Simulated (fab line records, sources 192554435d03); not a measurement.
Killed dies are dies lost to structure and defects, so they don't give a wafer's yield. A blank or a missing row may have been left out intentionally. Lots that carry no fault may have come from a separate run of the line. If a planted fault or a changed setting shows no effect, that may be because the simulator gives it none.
Which tool was responsible? + flow n5-finfet + 10 lots, 29 wafers sampled, at 6 steps of a route of 1938

## WHAT THE GAUGES SHOWED, per wafer
N5_BEOL_M2_THK_MEAS_01. Usual: M2_ILD_THK 78.9 nm, standard deviation 0.91.
| lot  | measured     | on            | M2_ILD_THK (nm)  | flag |
|------|--------------|---------------|------------------|------|
| L504 | day 6 14:34  | film-metro-02 | 79.7 80.0 78.5   |      |
| L505 | day 6 18:31  | film-metro-01 | 78.1 78.4 78.6   |      |
| L511 | day 8 11:49  | film-metro-02 | 76.7 77.8 78.2   |      |
| L514 | day 9 13:20  | film-metro-01 | 79.2 79.1 79.9   |      |
| L518 | day 10 15:08 | film-metro-01 | 131.6 130.7      | OFF  |
| L519 | day 10 15:32 | film-metro-02 | 78.1 132.4 132.0 | OFF  |
| L520 | day 10 19:54 | film-metro-01 | 78.0 77.7 133.1  | OFF  |
| L523 | day 11 07:00 | film-metro-01 | 79.2 79.5 80.0   |      |
| L524 | day 11 15:30 | film-metro-01 | 77.6 78.8 78.9   |      |
| L525 | day 12 04:38 | film-metro-01 | 77.9 78.8 78.3   |      |

N5_BEOL_M4_RC_MEAS_101. Usual: DIBL_N 36.1 mV/V, standard deviation 1.4; DIBL_P 36.3 mV/V, standard deviation 1.4; IOFF_N 0.154 nA/um, standard deviation 0.021; IOFF_P 0.21 nA/um, standard deviation 0.032; ION_N 670 uA/um, standard deviation 8.1; ION_P 461 uA/um, standard deviation 7; SS_N 71.4 mV/dec, standard deviation 0.49; SS_P 73.3 mV/dec, standard deviation 0.5; VT_N 250.4 mV, standard deviation 2.6; VT_P -250 mV, standard deviation 3.7.
| lot  | measured     | on        | DIBL_N (mV/V)  | DIBL_P (mV/V)  | IOFF_N (nA/um)    | IOFF_P (nA/um) | ION_N (uA/um) | ION_P (uA/um) | SS_N (mV/dec)  | SS_P (mV/dec)  | VT_N (mV)         | VT_P (mV)      | flag |
|------|--------------|-----------|----------------|----------------|-------------------|----------------|---------------|---------------|----------------|----------------|-------------------|----------------|------|
| L504 | day 8 16:52  | prober-02 | 35.2 36.5 34.0 | 35.6 37.4 34.8 | 0.146 0.168 0.126 | 0.18 0.20 0.17 | 664 671 669   | 451 454 453   | 72.2 72.1 71.1 | 73.3 74.0 73.0 | 253.0 251.3 252.2 | -256 -255 -253 |      |
| L505 | day 9 09:17  | prober-02 | 38.2 37.8 36.8 | 36.8 37.5 36.2 | 0.170 0.172 0.154 | 0.20 0.20 0.18 | 676 682 681   | 451 458 465   | 71.7 71.7 70.8 | 73.0 73.5 73.3 | 246.3 248.8 248.1 | -252 -254 -254 |      |
| L511 | day 10 12:02 | prober-02 | 36.0 36.1 34.7 | 36.1 36.0 34.3 | 0.164 0.164 0.138 | 0.26 0.26 0.24 | 671 669 676   | 467 468 472   | 71.0 71.2 70.9 | 73.4 74.3 73.3 | 248.0 248.1 251.7 | -244 -245 -248 |      |
| L514 | day 11 15:20 | prober-01 | 37.1 38.1 36.8 | 35.0 36.5 35.5 | 0.145 0.171 0.142 | 0.19 0.22 0.19 | 661 664 663   | 449 459 458   | 70.9 71.4 71.2 | 72.9 73.3 72.8 | 252.3 250.1 250.8 | -252 -250 -254 |      |
| L519 | day 12 11:34 | prober-01 | 36.9           | 36.0           | 0.148             | 0.18           | 666           | 446           | 71.9           | 73.8           | 250.2             | -253           |      |
| L520 | day 13 15:44 | prober-01 | 35.6 36.6      | 36.2 37.5      | 0.154 0.183       | 0.19 0.22      | 669 680       | 456 463       | 72.6 71.6      | 73.0 73.8      | 251.8 248.0       | -252 -251      |      |
| L523 | day 13 23:28 | prober-01 | 35.0 32.7 33.5 | 36.6 34.0 34.5 | 0.127 0.110 0.115 | 0.17 0.14 0.15 | 657 659 650   | 458 455 451   | 71.6 70.4 71.0 | 72.9 72.7 72.9 | 255.0 254.8 254.3 | -255 -254 -259 |      |
| L524 | day 14 16:38 | prober-02 | 37.8 37.4 38.6 | 38.2 37.7 39.7 | 0.167 0.154 0.186 | 0.22 0.21 0.24 | 665 661 679   | 453 459 463   | 71.4 71.3 71.7 | 73.6 73.1 73.4 | 249.4 250.7 250.4 | -250 -251 -251 |      |
| L525 | day 14 00:37 | prober-02 | 35.7 35.4 35.3 | 36.6 36.2 36.6 | 0.149 0.144 0.150 | 0.21 0.20 0.21 | 667 667 671   | 460 463 465   | 71.2 71.3 71.4 | 72.6 72.9 73.3 | 250.2 253.2 250.8 | -249 -251 -248 |      |

## WHAT TOOL EACH LOT RAN ON (gives the tool, then ch and the chambers of the sampled wafers, and finally the start)
| lot  | N5_BEOL_M1_SPUTTER_94        | N5_BEOL_M1_CMP_52             | N5_BEOL_M2_ILD_DEP_00          | N5_BEOL_M2_HM_DEP_02         |
|------|------------------------------|-------------------------------|--------------------------------|------------------------------|
| L504 | pvd-sputter-03, day 6 13:07  | cmp-03 ch 0,1,3, day 6 13:56  | pecvd-03 ch 0,1,2, day 6 14:31 | pvd-sputter-03, day 6 15:13  |
| L505 | pvd-sputter-02, day 6 17:07  | cmp-03 ch 0,2,3, day 6 17:49  | pecvd-01 ch 0,1, day 6 18:26   | pvd-sputter-03, day 6 19:03  |
| L511 | pvd-sputter-03, day 8 09:37  | cmp-04 ch 0,1,3, day 8 11:01  | pecvd-04 ch 0,1,2, day 8 11:44 | pvd-sputter-01, day 8 13:41  |
| L514 | pvd-sputter-02, day 9 11:41  | cmp-01 ch 0,1,2, day 9 12:31  | pecvd-03 ch 0,1, day 9 13:16   | pvd-sputter-03, day 9 15:07  |
| L518 | pvd-sputter-01, day 10 13:43 | cmp-04 ch 0,1, day 10 14:31   | pecvd-03 ch 0,1, day 10 15:04  | pvd-sputter-01, day 10 15:59 |
| L519 | pvd-sputter-03, day 10 14:08 | cmp-03 ch 1,3, day 10 14:53   | pecvd-03 ch 0,1, day 10 15:28  | pvd-sputter-01, day 10 16:05 |
| L520 | pvd-sputter-02, day 10 18:29 | cmp-01 ch 1,2,3, day 10 19:13 | pecvd-03 ch 1,2, day 10 19:50  | pvd-sputter-01, day 10 20:47 |
| L523 | pvd-sputter-01, day 11 05:12 | cmp-03 ch 1,2, day 11 06:19   | pecvd-01 ch 0,1, day 11 06:56  | pvd-sputter-03, day 11 07:39 |
| L524 | pvd-sputter-02, day 11 13:58 | cmp-04 ch 0,2,3, day 11 14:47 | pecvd-04 ch 0,1, day 11 15:26  | pvd-sputter-01, day 11 17:45 |
| L525 | pvd-sputter-01, day 12 03:03 | cmp-01 ch 2,3, day 12 03:56   | pecvd-04 ch 0,1, day 12 04:34  | pvd-sputter-02, day 12 06:55 |
- N5_BEOL_M1_SPUTTER_94: material Cu, target thk 4.5 nm, time 8.29 s.
- N5_BEOL_M1_CMP_52: polishes, stops on SiOC, t overpolish 6.8 s, target thk 40 nm.
- N5_BEOL_M2_ILD_DEP_00: deposits SiOC from DEMS/O2, target thk 79 nm, time 15.3 s.
- N5_BEOL_M2_HM_DEP_02: deposits TiN, target thk 20 nm.

## AS READ BY THE TOOLS THEMSELVES (means over the sampled wafers that have a number; for cases with no such wafer, the mark the record gives instead)
N5_BEOL_M1_SPUTTER_94. Usual: throttle-valve-pct at 30.5 %, with a standard deviation of 1.4.
| lot  | tool           | throttle-valve-pct (%) | flag |
|------|----------------|------------------------|------|
| L504 | pvd-sputter-03 | 30.8                   |      |
| L505 | pvd-sputter-02 | 30.3                   |      |
| L511 | pvd-sputter-03 | 30.9                   |      |
| L514 | pvd-sputter-02 | 30.3                   |      |
| L518 | pvd-sputter-01 | 32.3                   |      |
| L519 | pvd-sputter-03 | 30.0                   |      |
| L520 | pvd-sputter-02 | 29.9                   |      |
| L523 | pvd-sputter-01 | 31.1                   |      |
| L524 | pvd-sputter-02 | 28.8                   |      |
| L525 | pvd-sputter-01 | 31.7                   |      |

N5_BEOL_M1_CMP_52. Usual: barrier-field-endpoint-s 24.6 s, standard deviation 0.52; head-pressure-psi 1.0002 psi, standard deviation 0.0021; motor-current-A 5.9 A, standard deviation 0.57; overpolish-run-s 6.802 s, standard deviation 0.0093; time-to-endpoint-s 61.1 s, standard deviation 2.6.
| lot  | tool   | barrier-field-endpoint-s (s) | head-pressure-psi (psi) | motor-current-A (A) | overpolish-run-s (s) | time-to-endpoint-s (s) | flag |
|------|--------|------------------------------|-------------------------|---------------------|----------------------|------------------------|------|
| L504 | cmp-03 | 24.8                         | 1.0025                  | 5.8                 | 6.803                | 59.8                   |      |
| L505 | cmp-03 | 24.6                         | 1.0005                  | 5.9                 | 6.801                | 58.8                   |      |
| L511 | cmp-04 | 24.6                         | 0.9990                  | 5.6                 | 6.799                | 60.3                   |      |
| L514 | cmp-01 | 24.7                         | 0.9994                  | 5.5                 | 6.801                | 58.6                   |      |
| L518 | cmp-04 | 25.2                         | 0.9991                  | 5.3                 | 6.800                | 61.6                   |      |
| L519 | cmp-03 | 24.0                         | 0.9995                  | 5.9                 | 6.805                | 61.3                   |      |
| L520 | cmp-01 | 24.7                         | 1.0000                  | 6.0                 | 6.804                | 65.2                   |      |
| L523 | cmp-03 | 24.5                         | 0.9998                  | 6.2                 | 6.799                | 59.4                   |      |
| L524 | cmp-04 | 25.4                         | 1.0005                  | 5.7                 | 6.811                | 64.4                   |      |
| L525 | cmp-01 | 24.6                         | 1.0020                  | 6.6                 | 6.801                | 62.3                   |      |

N5_BEOL_M2_ILD_DEP_00. Usual: heater-power-w 465 W, standard deviation 82; showerhead-plenum-p-Torr 5.689 Torr, standard deviation 0.013; throttle-valve-pct 11.5 %, standard deviation 0.56.
| lot  | tool     | heater-power-w (W) | showerhead-plenum-p-Torr (Torr) | throttle-valve-pct (%) | flag |
|------|----------|--------------------|---------------------------------|------------------------|------|
| L504 | pecvd-03 | 419                | 5.678                           | 11.4                   |      |
| L505 | pecvd-01 | 545                | 5.697                           | 11.9                   |      |
| L511 | pecvd-04 | 519                | 5.682                           | 11.6                   |      |
| L514 | pecvd-03 | 386                | 5.690                           | 11.5                   |      |
| L518 | pecvd-03 | 403                | 5.686                           | 11.6                   |      |
| L519 | pecvd-03 | 371                | 5.693                           | 11.6                   |      |
| L520 | pecvd-03 | 504                | 5.683                           | 10.9                   |      |
| L523 | pecvd-01 | 453                | 5.688                           | 11.8                   |      |
| L524 | pecvd-04 | 462                | 5.699                           | 12.0                   |      |
| L525 | pecvd-04 | 473                | 5.694                           | 11.6                   |      |

N5_BEOL_M2_HM_DEP_02. Usual: throttle-valve-pct at 30.8 %, with a standard deviation of 1.4.
| lot  | tool           | throttle-valve-pct (%) | flag |
|------|----------------|------------------------|------|
| L504 | pvd-sputter-03 | 31.9                   |      |
| L505 | pvd-sputter-03 | 31.4                   |      |
| L511 | pvd-sputter-01 | 31.2                   |      |
| L514 | pvd-sputter-03 | 30.2                   |      |
| L518 | pvd-sputter-01 | 33.0                   |      |
| L519 | pvd-sputter-01 | 31.5                   |      |
| L520 | pvd-sputter-01 | 30.8                   |      |
| L523 | pvd-sputter-03 | 30.0                   |      |
| L524 | pvd-sputter-01 | 32.5                   |      |
| L525 | pvd-sputter-02 | 30.3                   |      |

## THE ANSWER, worked out from the rows above alone
Rule: a lot counts as off when the mean over its wafers that have a number is more than 3 standard deviations away from the usual mean. Also off: a lot with no number at a reading for which 4 or more lots have one. The other lots that the step has rows for count as sound. After the gauges, taken in route order, come the tools' own readings; for these a lot's mean is taken, as printed above. At the first step where some lot is off, the reading lying furthest off is the one used; lots without a number count as furthest.
Off: at N5_BEOL_M2_THK_MEAS_01 (M2_ILD_THK), L518, L519, L520.
A tool fits if, at a process step before that reading, it ran every lot that is off, and no sound lot after the first of them. Those tools and the gauges at N5_BEOL_M2_THK_MEAS_01 are tried in the same way. One fits: pecvd-03 at N5_BEOL_M2_ILD_DEP_00. A fault onset in the window from L514 (day 9 13:16, its last sound lot) to L518 (day 10 15:04, its first lot off) fits.

## WHAT THE SIMULATOR HAD INSERTED
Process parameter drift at N5_BEOL_M2_ILD_DEP_00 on pecvd-03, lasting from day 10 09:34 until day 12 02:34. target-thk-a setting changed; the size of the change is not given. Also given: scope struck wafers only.
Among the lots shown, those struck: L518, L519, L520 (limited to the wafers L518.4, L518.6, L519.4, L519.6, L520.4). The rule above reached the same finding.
